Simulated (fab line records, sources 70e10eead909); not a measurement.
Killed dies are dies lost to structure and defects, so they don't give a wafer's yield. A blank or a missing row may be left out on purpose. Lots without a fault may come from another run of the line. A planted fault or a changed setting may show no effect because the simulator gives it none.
fab line records | flow nand_harc
record lots=11 wafers=33 last_day=33
route steps=1302 shown P_M2@336 P_BONDPAD@351 END@1302
lots that met no fault: from a run of the same line without faults
start_h: hours from the record's first day to the start of the lot's first wafer shown | wait_h: hours since the lot's step before | " the same as in the row above | L1.1+2: a row that stands for several wafers | - no value, or no start given | * or withheld: withheld | < > ~ a bound
route shown NAME@n: a module of which the file shows steps, and the number in the route of the first | usual: mean/standard deviation of fault-free wafers | same: alike in all rows | chamber/n: place in a boat | sites: the reading at each site | _std_site: their standard deviation | _edge_site: outer sites' mean less inner sites' | radius_mm: how far each site lies from the wafer's centre | mask NAME#n: copy n | behind: the tool/chamber that last shaped the wafer | hold: why the lot was held/for how many hours/how that ended | device: the transistor (n, p or np) that didn't switch | end of line: the same wafers' tests at the end of the route | a step without rows: its recipe alone | killed: dies lost to structure and defects at the first sort, not the wafer's yield | map: a wafer's dies, x killed, . not, _ none there
set.NAME: the setting as run; set.NAME@STEP: as run at that earlier step | model.NAME: the simulator's own value behind a step, which no gauge read
steps of the route over a sample of lots; a table a step, a row a wafer
services: from which hour (start_h, from the record's first day; less than 0 if before it) a tool's chamber was out of use, for how many hours, and why
## steps
# step NHARC_P_M2_ETCH_28
# recipe target_depth_a=300 over_etch_frac=0.3 time_s=72.99 ion_energy_ev=150 cf4_flow_sccm=50 n2_flow_sccm=100 ar_flow_sccm=150 rf_w=300 bias_w=100 chemistry=CF4/N2
# usual drypump_motor_current_A=5.5/0.47 oes_product_au=1.001/0.0084 rf_vpp_V=315.0/2.3 showerhead_plenum_p_Torr=2.67/0.12 throttle_valve_pct=19.794/0.0095
# same time_s=72.99
# columns lot.wafer tool chamber start_h wait_h drypump_motor_current_A oes_product_au rf_hours_counter_h rf_vpp_V showerhead_plenum_p_Torr throttle_valve_pct
L198.3 rie_diel-01 3 - - 5.2 1.005 2.1 315.8 2.73 19.779
L198.1 " 0 " " 5.0 1.005 5.0 318.0 2.81 19.782
L198.6 " 0 " " 5.0 0.989 - 317.9 2.81 19.796
L199.3 rie_diel-01 1 - - 5.3 0.992 5.2 316.9 2.73 19.809
L199.6 " 1 " " 5.3 0.988 - 315.7 2.73 19.799
L199.5 " 3 " " 5.2 1.003 - 315.7 2.73 19.785
L202.2 rie_diel-01 3 - - 5.2 0.983 5.3 315.7 2.73 19.797
L202.3 " 1 " " 5.3 0.999 6.3 316.1 2.73 19.792
L202.6 " 0 " " 4.9 0.992 - 317.4 2.81 19.781
L205.4 rie_diel-01 3 - - 5.1 1.009 7.5 315.5 2.73 19.786
L205.1 " 0 " " 4.9 1.002 10.6 317.1 2.81 19.791
L205.6 " 3 " " 5.1 1.012 - 316.2 2.73 19.805
L207.2 rie_diel-01 0 - - 4.9 1.004 0.4 316.6 2.81 19.786
L207.4 " 2 " " 6.2 0.994 0.4 310.6 2.51 19.810
L207.6 " 1 " " 5.2 1.011 - 314.9 2.73 19.773
L208.3 rie_diel-05 3 - - 6.0 0.992 0.0 311.2 2.45 19.786
L208.4 " 0 " " 5.1 0.999 0.0 315.4 2.78 19.797
L208.5 " 0 " " 5.1 0.997 - 316.1 2.78 19.797
L211.2 rie_diel-05 2 - - 5.8 1.008 1.4 314.9 2.78 19.805
L211.4 " 3 " " 6.0 0.993 0.9 311.9 2.45 19.801
L211.3 " 1 " " 5.4 1.010 1.3 314.9 2.65 19.788
L213.4 rie_diel-05 3 - - 6.0 0.993 1.7 311.1 2.45 19.788
L213.5 " 2 " " 5.8 0.984 - 317.9 2.78 19.790
L213.6 " 3 " " 6.0 0.981 - 310.8 2.45 19.783
L218.3 rie_diel-01 1 - - 5.2 1.014 6.2 315.1 2.73 19.802
L218.2 " 2 " " 6.2 0.998 5.9 312.2 2.51 19.791
L218.5 " 2 " " 6.2 1.004 - 312.5 2.51 19.791
L219.3 rie_diel-03 3 - - 5.3 1.009 3.4 313.7 2.56 19.820
L219.5 " 1 " " 6.4 0.994 - 312.7 2.53 19.799
L219.6 " 2 " " 5.6 1.015 - 311.8 2.48 19.796
L221.3 rie_diel-03 2 - - 5.6 0.999 4.1 312.7 2.48 19.800
L221.5 " 0 " " 6.3 0.991 - 312.3 2.48 19.783
L221.6 " 1 " " 6.4 1.011 - 312.2 2.53 19.793
# step NHARC_P_M2_DEP_33
# recipe target_thk_a=300 temp_c=370 target_thk_nm=30 pressure_torr=3 flow_sccm=200 rf_w=450 material=SiCN
# usual heater_power_w=550/59 rf_fwd_power_W=449.1/1.3 showerhead_vpp_V=1327/81
# columns lot.wafer tool chamber start_h wait_h heater_power_w rf_fwd_power_W showerhead_vpp_V
L198.3 pecvd-04 0 134.12 0.1 549 451.7 1296
L198.1 " 1 " " 630 448.8 1359
L198.6 " 2 " " 668 450.6 1265
L199.3 pecvd-01 1 153.81 0.1 488 448.8 1527
L199.5 " 0 " " 608 447.1 1361
L199.6 " 2 " " 560 448.6 1356
L202.3 pecvd-03 1 171.00 0.1 603 446.9 1336
L202.2 " 2 " " 494 447.2 1274
L202.6 " 1 " " 596 449.0 1317
L205.1 pecvd-03 1 202.90 0.1 600 451.1 1316
L205.4 " 0 " " 503 448.5 1237
L205.6 " 1 " " 592 450.6 1350
L207.2 pecvd-01 1 225.74 0.1 504 449.4 1534
L207.4 " 2 " " 534 450.6 1346
L207.6 " 1 " " 502 447.0 1537
L208.3 pecvd-03 2 241.20 0.1 524 450.6 1288
L208.5 " 2 " " 512 449.7 1306
L208.4 " 0 " " 495 448.8 1208
L211.2 pecvd-03 2 263.19 0.1 520 448.5 1286
L211.3 " 0 " " 549 446.6 1230
L211.4 " 0 " " 534 450.1 1214
L213.5 pecvd-03 2 281.97 0.2 482 450.9 1293
L213.6 " 0 " " 551 449.6 1219
L213.4 " 1 " " 606 450.1 1331
L218.3 pecvd-03 2 343.28 0.1 457 450.4 1300
L218.2 " 1 " " 529 447.4 1314
L218.5 " 0 " " 516 448.3 1230
L219.3 pecvd-01 1 353.48 0.1 499 447.7 1557
L219.5 " 2 " " 514 449.5 1366
L219.6 " 0 " " 544 450.4 1345
L221.3 pecvd-01 1 363.60 0.1 488 450.6 1517
L221.6 " 0 " " 508 448.4 1357
L221.5 " 2 " " 567 448.8 1374
# step NHARC_P_BONDPAD_DEP_00
# recipe target_thk_a=2500 temp_c=370 target_thk_nm=250 pressure_torr=3 flow_sccm=200 rf_w=450 material=SiCN
# usual heater_power_w=568/62 rf_fwd_power_W=449.0/1.4 showerhead_vpp_V=1338/83
# columns lot.wafer tool chamber start_h wait_h heater_power_w rf_fwd_power_W showerhead_vpp_V
L198.3 pecvd-03 2 134.52 - 530 448.7 1269
L198.1 " 1 " " 612 448.1 1315
L198.6 " 0 " " 510 448.4 1235
L199.3 pecvd-03 2 154.28 - 546 447.7 1312
L199.6 " 0 " " 446 449.4 1247
L199.5 " 1 " " 543 450.3 1333
L202.3 pecvd-04 2 171.41 - 574 451.2 1245
L202.2 " 0 " " 551 450.4 1291
L202.6 " 1 " " 630 448.8 1360
L205.1 pecvd-01 2 203.23 - 579 449.9 1367
L205.4 " 2 " " 594 449.0 1368
L205.6 " 0 " " 641 447.2 1370
L207.2 pecvd-03 2 226.16 - 549 448.1 1296
L207.6 " 0 " " 569 452.4 1231
L207.4 " 2 " " 542 447.6 1285
L208.3 pecvd-01 0 241.66 - 660 449.1 1328
L208.4 " 1 " " 506 450.3 1547
L208.5 " 0 " " 652 447.2 1343
L211.3 pecvd-01 1 263.66 - 495 447.9 1530
L211.2 " 2 " " 635 270.1 1039
L211.4 " 0 " " 674 448.9 1341
L213.4 pecvd-01 2 282.39 - 636 271.1 1065
L213.6 " 0 " " 649 446.2 1364
L213.5 " 1 " " 499 449.6 1551
L218.2 pecvd-01 1 343.74 - 545 448.7 1544
L218.3 " 2 " " 568 449.6 1348
L218.5 " 2 " " 562 448.9 1374
L219.3 pecvd-03 0 353.81 - 493 451.3 1241
L219.6 " 0 " " 499 450.0 1230
L219.5 " 1 " " 515 450.3 1318
L221.3 pecvd-04 1 364.06 - 678 449.9 1351
L221.6 " 2 " " 684 450.8 1269
L221.5 " 0 " " 455 448.7 1293
# step NHARC_P_BONDPAD_DESCUM_11
# recipe time_s=3 o2_flow_sccm=200 ar_flow_sccm=0 bias_power_w=0 chemistry=O2
# usual drypump_motor_current_A=5.7/0.47 oes_product_au=1.000/0.0074 rf_vpp_V=58.0/0.88 showerhead_plenum_p_Torr=1.98/0.075 throttle_valve_pct=11.312/0.0087
# same time_s=3
# columns lot.wafer tool chamber start_h wait_h drypump_motor_current_A oes_product_au rf_hours_counter_h rf_vpp_V showerhead_plenum_p_Torr throttle_valve_pct
L198.1 rie_diel-13 0 136.07 - 6.5 1.013 3.6 58.6 1.96 11.321
L198.3 " 2 " " 5.1 1.014 3.6 58.1 1.91 11.297
L198.6 " 0 " " 6.5 1.017 - 59.0 1.96 11.312
L199.3 rie_diel-13 2 155.63 - 5.1 1.015 4.4 56.2 1.91 11.314
L199.5 " 0 " " 6.5 1.006 - 57.9 1.96 11.318
L199.6 " 1 " " 5.5 1.011 - 57.7 2.03 11.305
L202.2 rie_diel-06 1 172.68 - 5.8 1.000 2.2 58.1 2.05 11.302
L202.3 " 2 " " 5.1 1.003 2.2 56.9 1.80 11.312
L202.6 " 1 " " 5.7 0.998 - 57.8 2.05 11.315
L205.4 rie_diel-13 1 204.68 - 5.6 1.001 0.7 57.9 2.03 11.315
L205.1 " 3 " " 6.3 1.004 0.9 57.3 1.99 11.314
L205.6 " 2 " " 5.1 0.997 - 58.1 1.91 11.311
L207.4 rie_diel-06 2 227.51 - 5.1 0.999 6.3 59.0 1.79 11.333
L207.2 " 1 " " 5.8 0.996 6.4 60.4 2.05 11.313
L207.6 " 3 " " 6.0 0.986 - 56.5 1.96 11.335
L208.3 rie_diel-06 1 243.04 - 5.7 1.009 6.9 58.0 2.05 11.316
L208.4 " 3 " " 6.0 0.990 5.5 57.7 1.96 11.312
L208.5 " 0 " " 5.6 1.002 - 56.7 1.80 11.315
L211.4 rie_diel-02 0 265.05 - 5.8 1.003 0.8 56.7 1.92 11.330
L211.2 " 1 " " 5.4 0.999 1.5 59.4 2.05 11.299
L211.3 " 3 " " 5.0 1.003 1.9 58.0 2.00 11.308
L213.4 rie_diel-13 1 283.72 - 5.6 1.004 2.2 57.3 2.03 11.316
L213.5 " 3 " " 6.3 0.988 - 58.8 1.99 11.311
L213.6 " 0 " " 6.5 0.996 - 56.8 1.95 11.312
L218.2 rie_diel-02 3 345.02 - 5.0 0.995 6.5 58.6 2.00 11.286
L218.3 " 0 " " 5.8 0.993 5.3 58.8 1.92 11.327
L218.5 " 3 " " 4.9 0.990 - 57.3 2.00 11.308
L219.3 rie_diel-13 0 355.14 - 6.5 0.988 0.1 57.3 1.95 11.311
L219.5 " 0 " " 6.5 0.990 - 59.2 1.95 11.310
L219.6 " 1 " " 5.6 0.997 - 57.8 2.03 11.311
L221.3 rie_diel-02 2 365.28 - 5.8 0.991 7.3 58.6 2.06 11.309
L221.5 " 1 " " 5.4 1.009 - 58.9 2.05 11.301
L221.6 " 2 " " 5.8 1.004 - 58.5 2.06 11.304
# step NHARC_END_SORT_01
# recipe temp_c=25
# usual defect_limited_yield=92/3 killed_at_array=52/20 killed_at_other=1.0/1.3 killed_at_periphery=3.7/2.2 killed_dies=57/20 killed_open=3.2/1.6 killed_short=2.4/1.6 sort_bin_2_pct=2.9/1.4 sort_bin_3_pct=0.6/0.41 sort_bin_4_pct=4.8/1.5 sort_n_pass=620/20 sort_rim_yield_pct=93/3.5 sort_yield_pct=92/3
# same gross_dies=677 sort_bin_5_pct[%]=0 sort_bin_6_pct[%]=0 sort_bin_7_pct[%]=0 sort_bin_8_pct[%]=0 sort_rim_n_gross=106.00
# columns lot.wafer tool chamber start_h wait_h defect_limited_yield[%] killed_at_array killed_at_other killed_at_periphery killed_dies killed_open killed_short sort_bin_2_pct[%] sort_bin_3_pct[%] sort_bin_4_pct[%] sort_n_pass sort_rim_yield_pct[%] sort_yield_pct[%]
L202.2 prober-01 0 616.80 2.8 96 23 0 1 24 1 1 0.6 0.3 2.7 653 100 96
L202.3 prober-01 0 617.60 3.1 97 16 0 1 17 1 2 0.4 0.1 1.9 660 99 97
L202.6 prober-01 0 620.00 4.0 97 16 1 2 19 3 3 1.0 0 1.8 658 98 97
# killed by level:class
L202.2 A_CHANNEL_HOLE_D2:chamber_film_flake=8 A_CONTACT:chamber_film_flake=8 A_CHANNEL_HOLE_D1:chamber_film_flake=2 A_BLC:chamber_film_flake=2 A_ONON_D1:geometric_particle:short=1 A_DECK1_JOINT:geometric_particle:open=1 P_GATE:chamber_film_flake=1 A_SLIT:chamber_film_flake=1
L202.3 A_CHANNEL_HOLE_D2:chamber_film_flake=7 A_STAIRCASE:chamber_film_flake=3 A_CHANNEL_HOLE_D1:chamber_film_flake=2 A_CHANNEL_HOLE_D1:geometric_particle:open=1 A_ONON_D2:geometric_particle:short=1 A_STAIRCASE:geometric_particle:short=1 P_M0:chamber_film_flake=1 A_CONTACT:chamber_film_flake=1
L202.6 A_CHANNEL_HOLE_D2:chamber_film_flake=6 A_CONTACT:chamber_film_flake=3 A_BLC:geometric_particle:short=2 A_CHANNEL_HOLE_D1:chamber_film_flake=2 P_CONTACT:geometric_particle:short=1 A_DECK1_JOINT:geometric_particle:open=1 A_ONON_D2:geometric_particle:open=1 A_SGD_CUT:geometric_particle:open=1
## services
# columns tool chamber start_h hours kind
rie_diel-06 0 111.05 8.2 repair
rie_diel-01 1 118.43 3.3 repair
rie_diel-01 2 121.72 41.1 repair
pecvd-01 - 130.37 13.0 pm
rie_diel-13 - 133.42 0.2 repair
rie_diel-06 2 137.75 3.1 repair
rie_diel-01 1 146.31 2.8 repair
rie_diel-05 3 151.35 6.1 repair
rie_diel-05 - 162.54 1.3 repair
rie_diel-05 - 164.60 11.1 repair
rie_diel-13 - 165.00 9.0 pm
rie_diel-01 1 171.73 9.5 repair
pecvd-03 - 185.25 13.0 pm
rie_diel-01 2 186.19 5.9 repair
rie_diel-01 0 192.01 2.4 repair
rie_diel-01 - 203.80 9.0 pm
rie_diel-13 1 238.77 3.0 repair
rie_diel-01 3 250.10 11.1 repair
rie_diel-13 1 265.64 15.9 repair
rie_diel-01 3 281.96 4.6 repair
pecvd-01 - 311.37 13.0 pm
rie_diel-13 - 342.00 9.0 pm
rie_diel-13 2 352.19 5.6 repair
rie_diel-13 - 356.07 1.1 repair
## key
first_sign step=NHARC_P_BONDPAD_DEP_00 reading=rf_fwd_power_W direction=down sigmas=99+ usual=* struck=*
effect step=NHARC_P_BONDPAD_DEP_00 reading=showerhead_vpp_V direction=down sigmas=3.4 usual=1338 struck=1052
met_at NHARC_P_BONDPAD_DEP_00
struck_lots L211,L213
struck_wafers L211.2,L213.4
not_acting_at NHARC_P_M2_ETCH_28,NHARC_P_M2_DEP_33,NHARC_P_BONDPAD_DESCUM_11
onset_between 203.23 263.66
fault kind=process_parameter_drift tool=pecvd-01 chamber=2 onset_h=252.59 steps=NHARC_P_BONDPAD_DEP_00 channel=rf_w offset=* shape=step end_h=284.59 acts_in=* stated=*
